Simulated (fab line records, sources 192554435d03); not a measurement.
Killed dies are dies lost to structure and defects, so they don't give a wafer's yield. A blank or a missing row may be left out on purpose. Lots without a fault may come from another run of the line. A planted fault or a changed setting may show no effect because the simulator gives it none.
Chamber matching | flow n5_finfet | N5_BEOL_M4_PRE_CLEAN_60 on cvd_co-02: 3 sister chambers
The step time 15 s. 3 wafers are shown with their chamber, then 12 later ones without.

WAFERS WITH THEIR CHAMBER
wafer  | chamber | heater_power_outer_w (W)
L092.2 | 2       | 3
L092.4 | 0       | 33
L092.5 | 1       | 8

WAFERS WITHOUT THEIR CHAMBER
wafer  | heater_power_outer_w (W)
L093.2 | 3
L093.3 | 33
L093.4 | 34
L094.2 | 8
L094.4 | 3
L094.5 | 8
L095.1 | 3
L095.3 | 3
L095.6 | 33
L096.2 | 34
L096.4 | 3
L096.6 | 35

WHICH CHAMBER EACH WENT THROUGH
wafer  | from the rows above | in truth
L093.2 | 2                   | 2
L093.3 | 0                   | 0
L093.4 | 0                   | 0
L094.2 | 1                   | 1
L094.4 | 2                   | 2
L094.5 | 1                   | 1
L095.1 | 2                   | 2
L095.3 | 2                   | 2
L095.6 | 0                   | 0
L096.2 | 0                   | 0
L096.4 | 2                   | 2
L096.6 | 0                   | 0
Placed correctly: 12 of 12. Can't be placed from these rows: 0. Placed wrongly: 0.
How it was worked out, from the rows above alone: a wafer's distance from a chamber is the root of the sum, over the readings, of the square of ((its reading less the chamber's mean) divided by the reading's scatter). The wafer belongs to the nearest chamber; if the next one is less than 2 further off, it can't be placed. A chamber's mean is the mean of its shown wafers. The scatter: with one shown wafer a chamber, the root of the mean of the squares of how far each hidden wafer lies from its nearest shown one.
